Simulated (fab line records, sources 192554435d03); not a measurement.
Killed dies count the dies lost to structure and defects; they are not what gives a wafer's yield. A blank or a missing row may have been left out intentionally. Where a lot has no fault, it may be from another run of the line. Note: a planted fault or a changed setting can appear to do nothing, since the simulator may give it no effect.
Which tool did it? | flow n5Finfet | 33 wafers from 11 lots sampled at 5 of the route's 1938 steps

## WHAT THE GAUGES SHOWED, per wafer
N5_BEOL_M6_THK_MEAS_01. Usual: M6_ILD_THK typically reads 155.1 nm, with standard deviation 1.9.
lot  | measured     | on           | M6_ILD_THK (nm)   | flag
L517 | day 9 02:59  | filmMetro-02 | 152.2 154.1 155.8 | 
L522 | day 10 09:14 | filmMetro-01 | 155.2 156.6 157.9 | 
L520 | day 10 09:45 | filmMetro-01 | 154.1 154.3 155.3 | 
L523 | day 10 12:40 | filmMetro-01 | 151.2 154.5 154.8 | 
L530 | day 12 00:50 | filmMetro-02 | 155.3 155.7 200.4 | OFF
L529 | day 12 07:28 | filmMetro-01 | 153.9 199.4 203.1 | OFF
L532 | day 13 05:12 | filmMetro-01 | 154.6 154.2 156.0 | 
L535 | day 13 09:34 | filmMetro-02 | 153.8 153.7 156.4 | 
L538 | day 14 04:36 | filmMetro-01 | 156.7 153.4 156.4 | 
L536 | day 14 08:07 | filmMetro-01 | 154.2 152.1 156.0 | 
L537 | day 14 12:35 | filmMetro-01 | 153.0 152.6 157.9 | 

## TOOL THAT RAN EACH LOT (tool first, then ch and the chambers of the sampled wafers, then the start)
lot  | N5_BEOL_M5_ANNEAL_84        | N5_BEOL_M5_ANNEAL_51            | N5_BEOL_M5_DEP_56               | N5_BEOL_M6_ILD_DEP_00
L517 | pvdSputter-01, day 8 23:12  | rtpAnneal-01 ch 0, day 9 01:32  | pecvd-01 ch 0,2, day 9 02:17    | pecvd-02 ch 0,1, day 9 02:25
L522 | pvdSputter-03, day 10 05:23 | rtpAnneal-02 ch 0, day 10 07:47 | pecvd-04 ch 0,1,2, day 10 08:28 | pecvd-01 ch 0,1,2, day 10 08:36
L520 | pvdSputter-01, day 10 05:34 | rtpAnneal-02 ch 0, day 10 08:16 | pecvd-01 ch 0,1, day 10 09:03   | pecvd-01 ch 1,2, day 10 09:11
L523 | pvdSputter-02, day 10 08:50 | rtpAnneal-02 ch 0, day 10 11:07 | pecvd-03 ch 0,1, day 10 11:56   | pecvd-01 ch 0,2, day 10 12:05
L530 | pvdSputter-01, day 11 20:46 | rtpAnneal-01 ch 0, day 11 23:04 | pecvd-03 ch 0,1,2, day 11 23:51 | pecvd-01 ch 0,1,2, day 11 23:59
L529 | pvdSputter-03, day 12 03:40 | rtpAnneal-01 ch 0, day 12 05:58 | pecvd-04 ch 0,2, day 12 06:45   | pecvd-01 ch 0,1, day 12 06:53
L532 | pvdSputter-03, day 12 23:47 | rtpAnneal-02 ch 0, day 13 03:13 | pecvd-04 ch 0,2, day 13 04:01   | pecvd-02 ch 1,2, day 13 04:09
L535 | pvdSputter-03, day 13 05:37 | rtpAnneal-02 ch 0, day 13 07:58 | pecvd-03 ch 1,2, day 13 08:43   | pecvd-02 ch 1,2, day 13 08:50
L538 | pvdSputter-03, day 14 00:22 | rtpAnneal-01 ch 0, day 14 03:09 | pecvd-01 ch 0,1,2, day 14 03:53 | pecvd-03 ch 0,1,2, day 14 04:01
L536 | pvdSputter-02, day 14 04:19 | rtpAnneal-02 ch 0, day 14 06:37 | pecvd-01 ch 0,1,2, day 14 07:25 | pecvd-02 ch 0,1, day 14 07:32
L537 | pvdSputter-02, day 14 08:44 | rtpAnneal-02 ch 0, day 14 11:02 | pecvd-04 ch 0,2, day 14 11:50   | pecvd-02 ch 1,2, day 14 11:58
- N5_BEOL_M5_ANNEAL_84: time 1800 s.
- N5_BEOL_M5_ANNEAL_51: time 90 s.
- N5_BEOL_M5_DEP_56: deposits SiCN from 3MS/NH3, target thk 8 nm, time 14 s.
- N5_BEOL_M6_ILD_DEP_00: deposits SiCOH lowk from DEMS/porogen, target thk 179.75 nm, time 33.4 s.

## AS READ BY THE TOOLS THEMSELVES (means over the sampled wafers that have a number; for cases with no such wafer, the mark the record gives instead)
N5_BEOL_M5_ANNEAL_84. Usual: heaterPowerW at 844 W, with a standard deviation of 89.
lot  | tool          | heaterPowerW (W) | flag
L517 | pvdSputter-01 | 772              | 
L522 | pvdSputter-03 | 890              | 
L520 | pvdSputter-01 | 831              | 
L523 | pvdSputter-02 | 861              | 
L530 | pvdSputter-01 | 791              | 
L529 | pvdSputter-03 | 873              | 
L532 | pvdSputter-03 | 928              | 
L535 | pvdSputter-03 | 939              | 
L538 | pvdSputter-03 | 855              | 
L536 | pvdSputter-02 | 838              | 
L537 | pvdSputter-02 | 786              | 

N5_BEOL_M5_ANNEAL_51. Usual: annealTempCMax 226.6, standard deviation 0.39; wafer_temp_C_max 225.86, standard deviation 0.27.
lot  | tool         | annealTempCMax | wafer_temp_C_max | flag
L517 | rtpAnneal-01 | 226.2          | 225.49           | 
L522 | rtpAnneal-02 | 226.4          | 225.88           | 
L520 | rtpAnneal-02 | 227.0          | 226.22           | 
L523 | rtpAnneal-02 | 226.4          | 225.97           | 
L530 | rtpAnneal-01 | 226.4          | 225.58           | 
L529 | rtpAnneal-01 | 226.4          | 225.54           | 
L532 | rtpAnneal-02 | 226.9          | 225.99           | 
L535 | rtpAnneal-02 | 226.6          | 225.65           | 
L538 | rtpAnneal-01 | 226.3          | 225.79           | 
L536 | rtpAnneal-02 | 226.9          | 226.14           | 
L537 | rtpAnneal-02 | 226.6          | 225.70           | 

N5_BEOL_M5_DEP_56. Usual: chamberPressureTorr 3.000 Torr, standard deviation 0.0061; showerheadPlenumPTorr 3.669 Torr, standard deviation 0.015; showerheadVppV 886 V, standard deviation 51; throttleValvePct 9.0 %, standard deviation 0.66.
lot  | tool     | chamberPressureTorr (Torr) | showerheadPlenumPTorr (Torr) | showerheadVppV (V) | throttleValvePct (%) | flag
L517 | pecvd-01 | 3.000                      | 3.662                        | 872                | 9.4                  | 
L522 | pecvd-04 | 3.003                      | 3.660                        | 864                | 8.9                  | 
L520 | pecvd-01 | 3.003                      | 3.664                        | 870                | 9.5                  | 
L523 | pecvd-03 | 2.996                      | 3.687                        | 937                | 8.7                  | 
L530 | pecvd-03 | 3.006                      | 3.672                        | 904                | 8.7                  | 
L529 | pecvd-04 | 2.995                      | 3.660                        | 880                | 8.6                  | 
L532 | pecvd-04 | 2.999                      | 3.671                        | 889                | 8.7                  | 
L535 | pecvd-03 | 3.004                      | 3.661                        | 906                | 8.1                  | 
L538 | pecvd-01 | 2.997                      | 3.668                        | 876                | 9.5                  | 
L536 | pecvd-01 | 3.000                      | 3.663                        | 871                | 9.3                  | 
L537 | pecvd-04 | 3.001                      | 3.662                        | 890                | 8.9                  | 

N5_BEOL_M6_ILD_DEP_00. Usual: chamberPressureTorr 4.999 Torr, standard deviation 0.01; heaterPowerW 313 W, standard deviation 64; showerheadPlenumPTorr 5.739 Torr, standard deviation 0.019; showerheadVppV 1409 V, standard deviation 66; throttleValvePct 13.9 %, standard deviation 0.95.
lot  | tool     | chamberPressureTorr (Torr) | heaterPowerW (W) | showerheadPlenumPTorr (Torr) | showerheadVppV (V) | throttleValvePct (%) | flag
L517 | pecvd-02 | 4.995                      | 300              | 5.744                        | 1444               | 14.6                 | 
L522 | pecvd-01 | 5.006                      | 342              | 5.722                        | 1375               | 14.4                 | 
L520 | pecvd-01 | 4.994                      | 323              | 5.740                        | 1367               | 14.1                 | 
L523 | pecvd-01 | 4.999                      | 321              | 5.734                        | 1365               | 14.2                 | 
L530 | pecvd-01 | 5.007                      | 329              | 5.739                        | 1369               | 14.3                 | 
L529 | pecvd-01 | 4.988                      | 304              | 5.738                        | 1388               | 14.3                 | 
L532 | pecvd-02 | 5.007                      | 263              | 5.718                        | 1391               | 13.2                 | 
L535 | pecvd-02 | 5.003                      | 255              | 5.725                        | 1391               | 13.3                 | 
L538 | pecvd-03 | 4.996                      | 367              | 5.742                        | 1431               | 13.3                 | 
L536 | pecvd-02 | 4.997                      | 274              | 5.746                        | 1450               | 14.6                 | 
L537 | pecvd-02 | 4.997                      | 278              | 5.722                        | 1423               | 13.4                 | 

## THE ANSWER, worked out from the rows above alone
Rule: a lot counts as off when the mean over its wafers that have a number is more than 3 standard deviations away from the usual mean. Also off: a lot with no number at a reading for which 4 or more lots have one. All remaining lots with rows at the step are treated as sound. After the gauges, taken in route order, come the tools' own readings; for these a lot's mean is taken, as printed above. The first step at which some lot is off is used, and at that step the reading that is off furthest; a lot without a number counts as furthest.
Off: L530, L529, at N5_BEOL_M6_THK_MEAS_01 (M6_ILD_THK).
A tool fits if, at a process step before that reading, it ran every lot that is off, and no sound lot after the first of them. Gauges at N5_BEOL_M6_THK_MEAS_01: tried the same way as those tools. One candidate fits, namely pecvd-01 at N5_BEOL_M6_ILD_DEP_00. Its last sound lot is L523 (day 10 12:05), its first lot that is off L530 (day 11 23:59): a fault that began between those two fits.

## WHAT THE SIMULATOR HAD PUT IN
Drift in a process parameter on pecvd-01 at N5_BEOL_M6_ILD_DEP_00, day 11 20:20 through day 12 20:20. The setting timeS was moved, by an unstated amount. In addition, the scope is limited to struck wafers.
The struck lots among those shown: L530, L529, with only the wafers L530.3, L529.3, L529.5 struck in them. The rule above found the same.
